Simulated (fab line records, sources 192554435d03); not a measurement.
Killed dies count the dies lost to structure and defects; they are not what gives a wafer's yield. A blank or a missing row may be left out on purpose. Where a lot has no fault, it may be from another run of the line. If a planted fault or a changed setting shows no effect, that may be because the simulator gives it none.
Which tool was responsible?	flow n5-finfet	9 lots, 27 wafers sampled, at 3 steps of a route of 1938

## WHAT THE GAUGES READ, wafer by wafer
N5_BEOL_M4_OVL_MEAS_29.
lot	measured	on	V3_OVL (nm)
L904	day 9 06:31	overlay-02	-0.4 -0.2 -0.2
L905	day 9 11:03	overlay-02	1.2 -0.4 -1.0
L906	day 10 01:04	overlay-02	0.2 0.4 0.1
L913	day 11 17:17	overlay-01	-0.5 -1.2 0.6
L916	day 12 09:56	overlay-02	-1.2 -1.2 -0.6
L917	day 12 11:53	overlay-01	-2.2 -1.5 -2.1
L918	day 13 05:17	overlay-01	-0.8 -1.3 -0.5
L919	day 13 07:03	overlay-01	0.3 -0.8 0.3
L920	day 13 11:55	overlay-01	1.0 -0.1 0.3

## WHAT TOOL EACH LOT RAN ON (gives the tool, then ch and the chambers of the sampled wafers, and finally the start)
lot	N5_BEOL_M4_ETCH_64	N5_BEOL_M4_STRIP_19
L904	rie-diel-06 ch 0,2,3, day 9 05:41	rie-diel-05 ch 0,3, day 9 05:59
L905	rie-diel-01 ch 0,3, day 9 10:20	rie-diel-06 ch 0,2,3, day 9 10:38
L906	rie-diel-05 ch 1,2,3, day 10 00:09	rie-diel-01 ch 0,2, day 10 00:38
L913	rie-diel-01 ch 0,2,3, day 11 16:34	rie-diel-01 ch 1,2,3, day 11 16:52
L916	rie-diel-05 ch 0,3, day 12 09:06	rie-diel-01 ch 0,2,3, day 12 09:23
L917	rie-diel-01 ch 1,2, day 12 11:11	rie-diel-06 ch 0,1,3, day 12 11:28
L918	rie-diel-01 ch 0,2,3, day 13 04:27	rie-diel-05 ch 0,1,3, day 13 04:44
L919	rie-diel-05 ch 0,1,2, day 13 06:11	rie-diel-06 ch 0,1, day 13 06:28
L920	rie-diel-05 ch 0,1,3, day 13 11:05	rie-diel-01 ch 1,2, day 13 11:22
- N5_BEOL_M4_ETCH_64: etches SOC in N2/H2, target depth 75 nm, overetch 22.5 nm, time 121.9 s.
- N5_BEOL_M4_STRIP_19: strips in O2.

## THE ANSWER, worked out from the rows above alone
Rule: the lots themselves supply what counts as usual. The widest of any qualifying gaps counts: lots, ordered by their means at a reading, are off when they make up no more than a third of the lots, leave a main group of 4 or more, and stand apart from it by 3 or more times the standard deviation of that group's means. A main group whose means are all the same, to the digits that the tables above print for the reading, isn't used. Also off: a lot with no number at a reading for which 4 or more lots have one. The other lots that the step has rows for count as sound.
No lot is off at any reading shown: from this, nothing can be told.

## WHAT WAS PUT IN BY THE SIMULATOR
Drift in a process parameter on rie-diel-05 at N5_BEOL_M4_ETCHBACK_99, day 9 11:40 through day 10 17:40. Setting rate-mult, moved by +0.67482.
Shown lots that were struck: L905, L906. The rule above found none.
